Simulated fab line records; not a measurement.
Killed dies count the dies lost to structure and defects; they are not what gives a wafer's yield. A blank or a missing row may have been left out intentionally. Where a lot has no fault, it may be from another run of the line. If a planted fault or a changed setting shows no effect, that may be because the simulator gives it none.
fab line records -- flow nand-harc
[record] lots = 12, wafers = 36, last-day = 33
route steps=1302 shown P_ZERO_WELL@67 P_STI@80 P_GATE@156 END@1302
lots untouched by any fault: they come from a run of this same line in which no faults occurred
start-h: start of the lot's first displayed wafer, in hours after the record's first day -- wait-h: time in hours since the lot's previous step -- " identical to the entry in the row above -- L1.1+2: a single row standing in for several wafers -- - either no value or no given start -- * or withheld: withheld -- < > ~ a bound
route shown NAME@n: names a module that has steps shown in the file, with the first one's number in the route -- usual: mean and standard deviation over wafers with no fault -- same: alike in all rows -- chamber/n: place in a boat -- sites: each site's reading -- _std_site: the values' standard deviation -- _edge_site: outer sites' mean less inner sites' -- radius-mm: for every site, how far away it sits from the centre of the wafer -- mask NAME#n: copy n -- behind: the tool/chamber that last shaped the wafer -- hold: what put the lot on hold/how long, in hours/how the hold closed -- device: transistor that didn't switch, given as n, p or np -- end of line: tests of these same wafers at the route's end -- a step given without rows: its recipe and nothing more -- killed: count of dies lost to structure and defects at first sort (not the wafer's yield) -- map: dies across one wafer; x = killed, . = not, _ = none there
set.NAME: the setting as run; set.NAME@STEP: as run at that earlier step -- model.NAME: the simulator's own value behind a step, which no gauge read
steps of the route over a sample of lots; a table a step, a row a wafer
services: the hour from which a tool's chamber was out of use, counted from the record's first day as start-h (under 0 if before that day), plus the number of hours and why
[[steps]]
[step NHARC_P_ZERO_WELL_RTA_42]
[recipe] temp-c = 1100, time-s = 300
[usual] lamp-power-pct = 37.8/2.2, wafer_temp_C_max = 1103.8/1.1
lot.wafer,tool,chamber,start-h,wait-h,lamp-power-pct,wafer_temp_C_max
L729.1,rtp-anneal-02,0,27.04,-,34.4,1105.3
L729.2,rtp-anneal-02,0,27.04,-,34.4,1104.2
L729.6,rtp-anneal-02,0,27.04,-,34.4,1106.0
L731.1,rtp-anneal-01,0,47.01,-,39.1,1102.0
L731.2,rtp-anneal-01,0,47.01,-,39.2,1105.4
L731.5,rtp-anneal-01,0,47.01,-,39.2,1102.1
L732.2,rtp-anneal-01,0,57.41,-,39.2,1102.5
L732.4,rtp-anneal-01,0,57.41,-,39.2,1102.9
L732.6,rtp-anneal-01,0,57.41,-,39.2,1104.4
L733.2,rtp-anneal-01,0,67.09,-,39.1,1103.2
L733.3,rtp-anneal-01,0,67.09,-,39.2,1103.1
L733.6,rtp-anneal-01,0,67.09,-,39.2,1102.6
L735.3,rtp-anneal-01,0,90.14,-,39.1,1103.1
L735.5,rtp-anneal-01,0,90.14,-,39.2,1103.2
L735.6,rtp-anneal-01,0,90.14,-,39.2,1102.7
L736.1,rtp-anneal-01,0,97.01,-,39.1,1101.8
L736.3,rtp-anneal-01,0,97.01,-,39.2,1102.7
L736.6,rtp-anneal-01,0,97.01,-,39.2,1103.4
L737.1,rtp-anneal-02,0,106.90,-,34.3,1107.0
L737.3,rtp-anneal-02,0,106.90,-,34.4,1106.1
L737.5,rtp-anneal-02,0,106.90,-,34.4,1105.4
L738.1,rtp-anneal-01,0,117.09,-,39.2,1103.7
L738.2,rtp-anneal-01,0,117.09,-,39.1,1103.4
L738.5,rtp-anneal-01,0,117.09,-,39.2,1103.6
L747.1,rtp-anneal-01,0,206.79,-,39.1,1102.9
L747.5,rtp-anneal-01,0,206.79,-,39.1,1102.5
L747.6,rtp-anneal-01,0,206.79,-,39.0,1102.7
L750.1,rtp-anneal-02,0,237.69,-,34.4,1106.1
L750.4,rtp-anneal-02,0,237.69,-,34.4,1107.0
L750.5,rtp-anneal-02,0,237.69,-,34.4,1103.3
L751.1,rtp-anneal-01,0,246.88,-,39.2,1103.5
L751.3,rtp-anneal-01,0,246.88,-,39.3,1103.9
L751.4,rtp-anneal-01,0,246.88,-,39.2,1103.5
L752.2,rtp-anneal-02,0,257.09,-,34.4,1105.0
L752.4,rtp-anneal-02,0,257.09,-,34.4,1104.9
L752.5,rtp-anneal-02,0,257.09,-,34.4,1105.5
[step NHARC_P_STI_EXPOSE_06]
[recipe] na = 0.55, target-cd-nm = 200, dose-mj = 37.69, mask-id = P_STI
lot.wafer,tool,chamber,start-h,wait-h,mask
L729.1+2+6,krf-scanner-02,0,44.87,-,P_STI#0
L731.1+2+5,krf-scanner-02,0,64.34,-,P_STI#0
L732.2+4+6,krf-scanner-03,0,77.84,-,P_STI#0
L733.2+3+6,krf-scanner-02,0,84.52,-,P_STI#0
L735.3+5+6,krf-scanner-03,0,106.04,-,P_STI#0
L736.1+3+6,krf-scanner-01,0,113.93,-,P_STI#0
L737.1+3+5,krf-scanner-01,0,122.87,-,P_STI_R1#0
L738.1+2+5,krf-scanner-01,0,133.81,-,P_STI#0
L747.1+5+6,krf-scanner-01,0,224.64,-,P_STI#0
L750.1+4+5,krf-scanner-01,0,255.90,-,P_STI#0
L751.1+3+4,krf-scanner-02,0,263.07,-,P_STI#0
L752.2+4+5,krf-scanner-01,0,274.14,-,P_STI#0
[step NHARC_P_STI_DESCUM_14]
[recipe] time-s = 3, o2-flow-sccm = 200, ar-flow-sccm = 0, bias-power-w = 0, chemistry = O2
[usual] drypump-motor-current-A = 5.8/0.51, oes-product-au = 0.998/0.01, rf-vpp-V = 57.7/0.87, showerhead-plenum-p-Torr = 1.93/0.081, throttle-valve-pct = 11.311/0.0095
lot.wafer,tool,chamber,start-h,wait-h,drypump-motor-current-A,oes-product-au,rf-hours-counter-h,rf-vpp-V,showerhead-plenum-p-Torr,throttle-valve-pct
L729.1,rie-diel-07,1,45.28,-,6.4,0.987,7,57.1,1.95,11.294
L729.2,rie-diel-07,3,45.28,-,5.2,1.009,8,56.9,1.87,11.313
L729.6,rie-diel-07,1,45.28,-,6.4,0.991,-,57.0,1.95,11.306
L731.2,rie-diel-01,0,64.77,-,5.5,1.004,2,55.7,1.81,11.310
L731.1,rie-diel-01,2,64.77,-,5.3,1.006,2,57.6,1.90,11.319
L731.5,rie-diel-01,3,64.77,-,6.4,1.007,-,58.0,2.00,11.316
L732.2,rie-diel-07,3,78.27,-,5.1,1.012,11,58.4,1.87,11.315
L732.4,rie-diel-07,1,78.27,-,6.4,1.004,-,59.4,1.95,11.313
L732.6,rie-diel-07,3,78.27,-,5.2,1.010,-,57.5,1.87,11.308
L733.3,rie-diel-06,1,84.93,-,5.0,0.988,7,58.6,1.83,11.302
L733.2,rie-diel-06,2,84.93,-,5.7,0.992,6,58.2,1.94,11.312
L733.6,rie-diel-06,2,84.93,-,5.7,1.020,-,58.3,1.94,11.311
L735.3,rie-diel-07,2,106.44,-,6.3,0.994,14,56.3,1.87,11.319
L735.5,rie-diel-07,3,106.44,-,5.2,1.007,-,57.8,1.87,11.311
L735.6,rie-diel-07,1,106.44,-,6.4,0.994,-,57.3,1.95,11.309
L736.3,rie-diel-06,0,114.34,-,6.0,0.994,8,57.7,2.06,11.317
L736.1,rie-diel-06,3,114.34,-,5.9,1.000,8,58.3,2.07,11.311
L736.6,rie-diel-06,0,114.34,-,5.9,0.995,-,59.9,2.06,11.296
L737.3,rie-diel-01,0,123.30,-,5.5,0.999,4,58.2,1.81,11.325
L737.1,rie-diel-01,1,123.30,-,6.5,1.004,4,56.6,1.97,11.291
L737.5,rie-diel-01,2,123.30,-,5.3,0.997,-,57.1,1.90,11.328
L738.2,rie-diel-07,2,134.22,-,6.3,0.985,0,58.2,1.87,11.316
L738.1,rie-diel-07,1,134.22,-,6.4,1.012,0,58.6,1.95,11.312
L738.5,rie-diel-07,1,134.22,-,6.4,1.002,-,59.3,1.95,11.303
L747.1,rie-diel-06,1,225.05,-,4.9,1.001,6,58.8,1.83,11.320
L747.5,rie-diel-06,1,225.05,-,4.9,0.996,-,56.7,1.83,11.311
L747.6,rie-diel-06,2,225.05,-,5.7,1.005,-,58.1,1.94,11.316
L750.4,rie-diel-06,3,256.31,-,5.8,0.993,8,58.0,2.06,11.307
L750.1,rie-diel-06,2,256.31,-,5.7,1.010,8,57.9,1.94,11.307
L750.5,rie-diel-06,3,256.31,-,5.8,1.003,-,59.5,2.07,11.304
L751.3,rie-diel-07,2,263.48,-,6.3,0.997,13,57.6,1.87,11.300
L751.1,rie-diel-07,3,263.48,-,5.2,1.017,11,57.3,1.87,11.313
L751.4,rie-diel-07,2,263.48,-,6.4,0.990,-,56.3,1.87,11.290
L752.4,rie-diel-01,3,274.54,-,6.4,0.991,3,58.8,2.00,11.314
L752.2,rie-diel-01,0,274.54,-,5.5,1.007,3,58.5,1.81,11.307
L752.5,rie-diel-01,0,274.54,-,5.5,0.995,-,57.6,1.81,11.299
[step NHARC_P_GATE_ETCHBACK_37]
[recipe] target-depth-a = 345, time-s = 17.2, chf3-flow-sccm = 50, o2-flow-sccm = 10, ar-flow-sccm = 200, rf-w = 500, bias-w = 200, chemistry = CHF3/O2
[usual] drypump-motor-current-A = 5.60/0.29, oes-product-au = 0.943/0.027, rf-vpp-V = 369.8/1.8, showerhead-plenum-p-Torr = 2.36/0.076, throttle-valve-pct = 20.572/0.0093
lot.wafer,tool,chamber,start-h,wait-h,drypump-motor-current-A,oes-product-au,rf-hours-counter-h,rf-vpp-V,showerhead-plenum-p-Torr,throttle-valve-pct
L729.2,rie-diel-02,2,-,-,5.44,0.927,4,370.4,2.35,20.588
L729.1,rie-diel-02,1,-,-,5.72,0.928,4,369.9,2.37,20.578
L729.6,rie-diel-02,2,-,-,5.45,0.934,-,369.7,2.35,20.557
L731.2,rie-diel-12,1,-,-,5.76,0.913,1,369.6,2.30,20.572
L731.1,rie-diel-12,0,-,-,5.23,0.928,1,368.1,2.29,20.582
L731.5,rie-diel-12,2,-,-,5.68,0.921,-,369.4,2.41,20.575
L732.4,rie-diel-02,0,-,-,5.43,0.947,3,368.0,2.25,20.577
L732.2,rie-diel-02,1,-,-,5.71,0.937,6,369.9,2.37,20.564
L732.6,rie-diel-02,0,-,-,5.46,0.952,-,368.2,2.25,20.556
L733.3,rie-diel-02,2,-,-,5.45,0.953,6,369.3,2.35,20.575
L733.2,rie-diel-02,3,-,-,5.74,0.940,6,367.8,2.38,20.568
L733.6,rie-diel-02,1,-,-,5.71,0.942,-,369.8,2.37,20.589
L736.1,rie-diel-09,2,-,-,6.42,0.945,0,374.0,2.52,20.556
L736.3,rie-diel-09,1,-,-,5.10,0.913,0,374.5,2.57,20.575
L736.6,rie-diel-09,3,-,-,5.73,0.943,-,370.9,2.42,20.564
L735.3,rie-diel-12,2,-,-,5.67,0.945,4,371.2,2.41,20.562
L735.5,rie-diel-12,2,-,-,5.67,0.945,-,370.6,2.41,20.570
L735.6,rie-diel-12,3,-,-,5.39,0.941,-,369.7,2.30,20.560
L737.1,rie-diel-12,2,-,-,5.63,0.917,5,370.6,2.41,20.580
L737.3,rie-diel-12,3,-,-,5.39,0.926,5,366.8,2.31,20.591
L737.5,rie-diel-12,1,-,-,5.80,0.910,-,369.8,2.30,20.559
L738.2,rie-diel-09,0,-,-,5.11,0.999,2,368.7,2.32,20.575
L738.1,rie-diel-09,1,-,-,5.06,0.973,2,373.5,2.57,20.582
L738.5,rie-diel-09,3,-,-,5.74,0.980,-,370.2,2.42,20.578
L747.1,rie-diel-12,0,-,-,5.21,1.012,0,368.4,2.29,20.591
L747.6,rie-diel-12,1,-,-,5.79,0.987,-,367.5,2.30,20.568
L747.5,rie-diel-12,2,-,-,5.64,0.971,-,370.4,2.41,20.550
L750.1,rie-diel-09,3,-,-,5.70,0.937,7,370.6,2.42,20.558
L750.4,rie-diel-09,1,-,-,5.10,0.925,10,373.9,2.57,20.576
L750.5,rie-diel-09,3,-,-,5.70,0.930,-,370.7,2.42,20.571
L751.4,rie-diel-02,3,-,-,5.75,0.919,4,369.5,2.38,20.569
L751.3,rie-diel-02,0,-,-,5.50,0.939,5,366.8,2.25,20.567
L751.1,rie-diel-02,2,-,-,5.45,0.928,4,369.3,2.34,20.580
L752.4,rie-diel-12,0,-,-,5.23,0.926,4,368.7,2.28,20.580
L752.2,rie-diel-12,3,-,-,5.41,0.932,3,369.3,2.30,20.558
L752.5,rie-diel-12,1,-,-,5.78,0.916,-,368.8,2.30,20.566
[step NHARC_END_SORT_01]
[recipe] temp-c = 25
[usual] killed-at-array = 55/20, killed-at-other = 0.7/0.96, killed-at-periphery = 4.1/2.4, killed-dies = 60/20, killed-open = 3.3/1.9, killed-short = 2.8/1.6
[same] gross-dies = 677
lot.wafer,tool,chamber,start-h,wait-h,killed-at-array,killed-at-other,killed-at-periphery,killed-dies,killed-open,killed-short
L747.6,prober-01,0,752.14,4.0,95,0,1,96,3,4
// killed by level:class
L747.6 A_CHANNEL_HOLE_D2:chamber-film-flake=29 A_CHANNEL_HOLE_D1:chamber-film-flake=26 A_SLIT:chamber-film-flake=25 A_CONTACT:chamber-film-flake=9 A_M0:geometric-particle:short=2 P_GATE:geometric-particle:open=1 A_ONON_D1:geometric-particle:open=1 A_SGD_CUT:geometric-particle:short=1
[[services]]
tool,chamber,start-h,hours,kind
rie-diel-07,1,28.62,9.0,repair
rie-diel-07,0,43.22,132.0,repair
rie-diel-07,2,48.52,5.4,repair
rie-diel-12,1,52.50,9.4,repair
rie-diel-12,0,64.20,10.4,repair
krf-scanner-01,-,90.91,0.3,repair
rie-diel-12,-,91.45,9.0,pm
rie-diel-07,-,118.23,9.0,pm
rie-diel-07,3,131.52,6.8,repair
krf-scanner-01,-,140.00,4.0,pm
krf-scanner-01,-,146.91,0.5,repair
rie-diel-12,1,190.19,8.3,repair
rie-diel-07,1,191.67,3.2,repair
rie-diel-07,-,211.41,0.9,repair
rie-diel-12,0,212.10,42.8,repair
krf-scanner-01,-,234.40,1.8,repair
rie-diel-12,-,252.16,0.4,repair
rie-diel-07,1,257.86,26.7,repair
rie-diel-12,-,268.45,9.0,pm
krf-scanner-01,-,271.72,0.2,repair
krf-scanner-01,-,273.17,0.4,repair
rie-diel-07,-,295.23,9.0,pm
rie-diel-12,0,301.09,3.1,repair
krf-scanner-01,-,312.00,4.0,pm
[[key]]
[first-sign] step = NHARC_P_STI_EXPOSE_06, reading = mask, direction = changed
effect none on later readings
met-at NHARC_P_STI_EXPOSE_06
struck-lots L737
tester-left-out L737
not-acting-at NHARC_P_ZERO_WELL_RTA_42,NHARC_P_STI_DESCUM_14,NHARC_P_GATE_ETCHBACK_37
onset-between 113.93 122.87
[fault] kind = wrong-mask, tool = any, chamber = -, onset-h = 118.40, steps = NHARC_P_STI_EXPOSE_06, aux-copy = P_STI_R1#0, cd-offset-nm = 2.563, scope = struck-lots-only
// tester-left-out: of these lots the tester's yield and bins aren't shown, on N5 and GAA mostly nor the transistor test; their killed dies are dies lost to structure and defects alone, not to doping, threshold or leakage, so they don't give the yield
